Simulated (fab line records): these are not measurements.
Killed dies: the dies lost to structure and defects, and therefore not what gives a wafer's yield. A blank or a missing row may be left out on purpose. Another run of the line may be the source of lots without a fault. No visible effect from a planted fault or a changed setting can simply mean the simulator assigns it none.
fab line records	flow n5-finfet
record lots=12	wafers=36	last-day=17
route steps=1938 shown BEOL_M6@1242 PASSIVATION@1936
lots with no fault: from the same line, run without faults
start-h: hours from the record's first day to the start of the lot's first wafer shown	wait-h: hours elapsed since this lot's preceding step	" same as the row above	L1.1+2: a single row standing in for several wafers	- no value, or no start given	* or withheld: withheld	< > ~ a bound
route shown NAME@n: a module of which the file shows steps, and the number in the route of the first	usual: mean/standard deviation taken from wafers without a fault	same: alike in all rows	chamber/n: place in a boat	sites: the reading at each site	_std_site: standard deviation of those values	_edge_site: the outer-site mean with the inner-site mean subtracted	radius-mm: for every site, how far away it sits from the centre of the wafer	mask NAME#n: copy n	behind: the last tool/chamber to shape the wafer	hold: cause of the lot's hold/its duration in hours/its outcome	device: transistor that didn't switch, given as n, p or np	end of line: the same wafers' tests at the end of the route	for a step that has no rows: nothing shown but its recipe	killed: not the wafer's yield, but the dies lost to structure and defects at the first sort	map: a wafer's dies, marking killed ones x, the rest . and places with no die _
set.NAME: the run value of the setting; set.NAME@STEP: its run value at that earlier step	model.NAME: the simulator's own value behind a step, which no gauge read
one table for each step of the route and one row for each wafer, over a sample of lots
services: from which hour (start-h, from the record's first day; less than 0 if before it) a tool's chamber was out of use, for how many hours, and why
## steps
# step N5_BEOL_M6_OCD_MEAS_38
# usual trench-depth-nm=94.1/1.6
lot.wafer	tool	chamber	start-h	wait-h	trench-depth-nm
L222.2	ocd-01	-	182.70	-	94.7
L222.3	"	-	"	"	93.0
L222.5	"	-	"	"	96.8
L225.1	ocd-01	-	201.38	-	93.2
L225.3	"	-	"	"	94.5
L225.4	"	-	"	"	95.2
L226.1	ocd-01	-	206.30	-	94.9
L226.3	"	-	"	"	93.5
L226.5	"	-	"	"	95.0
L229.1	ocd-02	-	226.36	-	94.9
L229.2	"	-	"	"	96.9
L229.3	"	-	"	"	93.7
L228.1	ocd-01	-	227.28	-	93.6
L228.2	"	-	"	"	94.4
L228.4	"	-	"	"	95.2
L231.3	ocd-01	-	249.94	-	93.3
L231.5	"	-	"	"	96.2
L231.6	"	-	"	"	92.7
L238.3	ocd-01	-	281.34	-	90.6
L238.4	"	-	"	"	94.6
L238.5	"	-	"	"	91.5
L239.1	ocd-02	-	290.46	-	93.6
L239.2	"	-	"	"	95.2
L239.5	"	-	"	"	93.0
L241.1	ocd-02	-	302.34	-	95.0
L241.2	"	-	"	"	94.0
L241.3	"	-	"	"	92.7
L240.1	ocd-02	-	305.08	-	93.5
L240.2	"	-	"	"	95.0
L240.3	"	-	"	"	92.9
L245.1	ocd-02	-	315.90	-	94.4
L245.3	"	-	"	"	91.5
L245.6	"	-	"	"	92.1
L242.2	ocd-01	-	316.29	-	96.3
L242.4	"	-	"	"	94.1
L242.5	"	-	"	"	91.4
# step N5_BEOL_M6_PRE_CLEAN_45
# recipe gas=H2/He	time-s=30	temp-c=250
# usual heater-power-w=336/30
lot.wafer	tool	chamber	start-h	wait-h	heater-power-w
L222.2	pvd-sputter-02	-	183.76	0.0	377
L222.3	"	-	"	"	352
L222.5	"	-	"	"	375
L225.1	pvd-sputter-01	-	202.03	0.0	317
L225.3	"	-	"	"	325
L225.4	"	-	"	"	342
L226.1	pvd-sputter-02	-	207.48	0.0	341
L226.3	"	-	"	"	326
L226.5	"	-	"	"	390
L229.1	pvd-sputter-03	-	227.15	0.0	395
L229.2	"	-	"	"	357
L229.3	"	-	"	"	295
L228.1	pvd-sputter-03	-	227.87	0.0	401
L228.2	"	-	"	"	359
L228.4	"	-	"	"	292
L231.3	pvd-sputter-01	-	250.53	0.0	318
L231.5	"	-	"	"	318
L231.6	"	-	"	"	325
L238.3	pvd-sputter-02	-	282.47	0.0	321
L238.4	"	-	"	"	354
L238.5	"	-	"	"	380
L239.1	pvd-sputter-01	-	291.12	0.0	348
L239.2	"	-	"	"	324
L239.5	"	-	"	"	327
L241.1	pvd-sputter-02	-	303.11	0.0	383
L241.2	"	-	"	"	332
L241.3	"	-	"	"	353
L240.1	pvd-sputter-01	-	305.73	0.0	363
L240.2	"	-	"	"	337
L240.3	"	-	"	"	323
L245.1	pvd-sputter-01	-	317.64	0.0	354
L245.3	"	-	"	"	322
L245.6	"	-	"	"	326
L242.2	pvd-sputter-01	-	317.73	0.0	340
L242.4	"	-	"	"	314
L242.5	"	-	"	"	323
# step N5_BEOL_M6_ALD_77
# recipe material=TaN	target-thk-a=20	temp-c=275	ald-precursor-family=PDMAT	ald-co-reactant=NH3	pressure-torr=3	carrier-flow-sccm=1500	pulse-time-s=2	purge-time-s=3	co-reactant-purge-time-s=2	co-reactant-pulse-time-s=3	ald-cycles=40	precursor-vessel-temp-c=75	precursor-vessel-pressure-torr=26.25	precursor-vessel-carrier-sccm=1000
# usual heater-power-w=424/43
lot.wafer	tool	chamber	start-h	wait-h	heater-power-w
L222.2	ald-metal-02	3	183.82	0.0	396
L222.3	"	1	"	"	385
L222.5	"	1	"	"	374
L225.1	ald-metal-02	2	202.10	0.0	408
L225.3	"	0	"	"	441
L225.4	"	1	"	"	380
L226.1	ald-metal-01	1	207.54	0.0	420
L226.3	"	3	"	"	406
L226.5	"	2	"	"	405
L229.1	ald-metal-03	1	227.23	0.1	388
L229.2	"	3	"	"	465
L229.3	"	2	"	"	425
L228.1	ald-metal-03	0	227.93	0.0	524
L228.2	"	3	"	"	471
L228.4	"	1	"	"	387
L231.3	ald-metal-02	2	250.60	0.0	410
L231.5	"	2	"	"	410
L231.6	"	3	"	"	399
L238.3	ald-metal-02	0	282.56	0.1	440
L238.4	"	1	"	"	364
L238.5	"	2	"	"	399
L239.1	ald-metal-03	0	291.26	0.1	507
L239.2	"	2	"	"	434
L239.5	"	1	"	"	387
L241.1	ald-metal-02	1	303.29	0.2	375
L241.2	"	0	"	"	433
L241.3	"	3	"	"	394
L240.1	ald-metal-03	0	305.80	0.0	525
L240.2	"	3	"	"	451
L240.3	"	2	"	"	433
L245.1	ald-metal-02	0	317.71	0.0	439
L245.3	"	1	"	"	375
L245.6	"	3	"	"	396
L242.2	ald-metal-03	0	317.91	0.2	502
L242.4	"	3	"	"	462
L242.5	"	2	"	"	418
# step N5_BEOL_M6_CVD_78
# recipe material=Co	target-thk-a=20	temp-c=withheld	precursor=CCTBA/H2	pressure-torr=30	time-s=142.3
# usual run-length-s=165.3/0.37
lot.wafer	tool	chamber	start-h	wait-h	run-length-s
L222.2	cvd-co-02	1	184.46	0.0	165.4
L222.3	"	2	"	"	165.5
L222.5	"	2	"	"	165.7
L225.1	cvd-co-02	0	202.80	0.2	165.1
L225.3	"	1	"	"	165.6
L225.4	"	2	"	"	165.8
L226.1	cvd-co-02	2	208.04	0.1	165.7
L226.3	"	0	"	"	165.4
L226.5	"	1	"	"	165.4
L229.1	cvd-co-02	0	227.77	0.0	165.6
L229.2	"	2	"	"	165.4
L229.3	"	1	"	"	208.2
L228.1	cvd-co-02	0	230.27	0.6	165.4
L228.2	"	1	"	"	208.2
L228.4	"	0	"	"	164.8
L231.3	cvd-co-02	2	251.07	0.1	165.9
L231.5	"	0	"	"	164.8
L231.6	"	1	"	"	207.5
L238.3	cvd-co-01	1	282.92	0.0	165.1
L238.4	"	2	"	"	165.0
L238.5	"	0	"	"	165.4
L239.1	cvd-co-01	2	291.73	0.0	165.2
L239.2	"	0	"	"	165.0
L239.5	"	1	"	"	165.6
L241.1	cvd-co-02	0	303.96	0.1	165.0
L241.2	"	1	"	"	165.3
L241.3	"	2	"	"	165.9
L240.1	cvd-co-02	0	306.48	0.4	165.9
L240.2	"	1	"	"	165.5
L240.3	"	2	"	"	165.8
L245.1	cvd-co-02	0	318.32	0.0	164.9
L245.3	"	1	"	"	165.1
L245.6	"	1	"	"	165.4
L242.2	cvd-co-02	2	318.50	0.2	165.9
L242.4	"	2	"	"	165.4
L242.5	"	0	"	"	165.1
# step N5_PASSIVATION_PROBE_49
# usual defect-limited-yield=91.2/1.4	killed_at_M0_to_M3=32/10	killed_at_M4_up=14/6.2	killed-at-contacts=12/6.3	killed-at-front-end=42/13	killed-at-other=4/3.4	killed-dies=104/17	killed-open=67/12	killed-short=34/8.1	sort_bin_4_leakage=0.02/0.13	sort_bin_5_function=5.2/0.93	sort_bin_6_memory=3.2/0.65	sort_bin_8_speed=0.00/0.017	sort-n-pass=1075/16	sort-yield-pct=91.1/1.4
# same gross-dies=1180	killed-at-back-side=0
lot.wafer	tool	chamber	start-h	wait-h	defect-limited-yield[%]	killed_at_M0_to_M3	killed_at_M4_up	killed-at-contacts	killed-at-front-end	killed-at-other	killed-dies	killed-open	killed-short	sort_bin_4_leakage[%]	sort_bin_5_function[%]	sort_bin_6_memory[%]	sort_bin_8_speed[%]	sort-n-pass	sort-yield-pct[%]
L239.2	prober-01	-	367.59	0.1	93.6	16	11	8	40	1	76	45	30	0	3.6	2.5	0	1104	93.6
L238.5	prober-02	-	372.21	0.2	91.0	31	18	14	33	10	106	77	27	0	4.6	4.0	0	1074	91.0
# killed by level:class
L239.2 FIN_SAQP:geometric-particle:open=11 FIN_SAQP:geometric-particle:short=7 MOL_CONTACT_COAG:geometric-particle:open=7 BEOL_M0_SAQP:geometric-particle:short=4 BEOL_M0_SAQP:geometric-particle:open=4 BEOL_M4:geometric-particle:open=4 STARTING-WAFER:geometric-particle:short=4 GATE_CUT:geometric-particle:open=3
L238.5 BEOL_M3:geometric-particle:open=14 MOL_CONTACT_COAG:geometric-particle:open=12 STI_FIN_REVEAL:geometric-particle:open=10 DUMMY_GATE:geometric-particle:open=8 BEOL_M4:geometric-particle:open=5 BEOL_M7:geometric-particle:open=5 BEOL_M0_SAQP:geometric-particle:open=4 FIN_SAQP:geometric-particle:open=3
## services
tool	chamber	start-h	hours	kind
ald-metal-02	-	168.03	1.5	repair
cvd-co-01	-	205.12	28.1	pm
cvd-co-02	-	229.44	0.8	repair
ald-metal-01	2	230.46	4.9	repair
ald-metal-03	-	235.33	6.0	pm
ald-metal-02	-	274.41	0.6	repair
ald-metal-02	-	283.85	14.6	pm
ald-metal-03	-	295.87	0.8	repair
## key
first-sign step=N5_BEOL_M6_CVD_78	reading=run-length-s	direction=up	sigmas=99+	usual=*	struck=*
effect none on later readings
met-at N5_BEOL_M6_CVD_78
struck-lots L228,L229,L231
struck-wafers L228.2,L229.3,L231.6
not-acting-at N5_BEOL_M6_OCD_MEAS_38,N5_BEOL_M6_PRE_CLEAN_45,N5_BEOL_M6_ALD_77
onset-between 208.04 227.77
fault kind=process-parameter-drift	tool=cvd-co-02	chamber=1	onset-h=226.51	steps=N5_BEOL_M6_CVD_78	channel=time-s	offset=*	shape=step	end-h=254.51	acts-in=*	stated=*
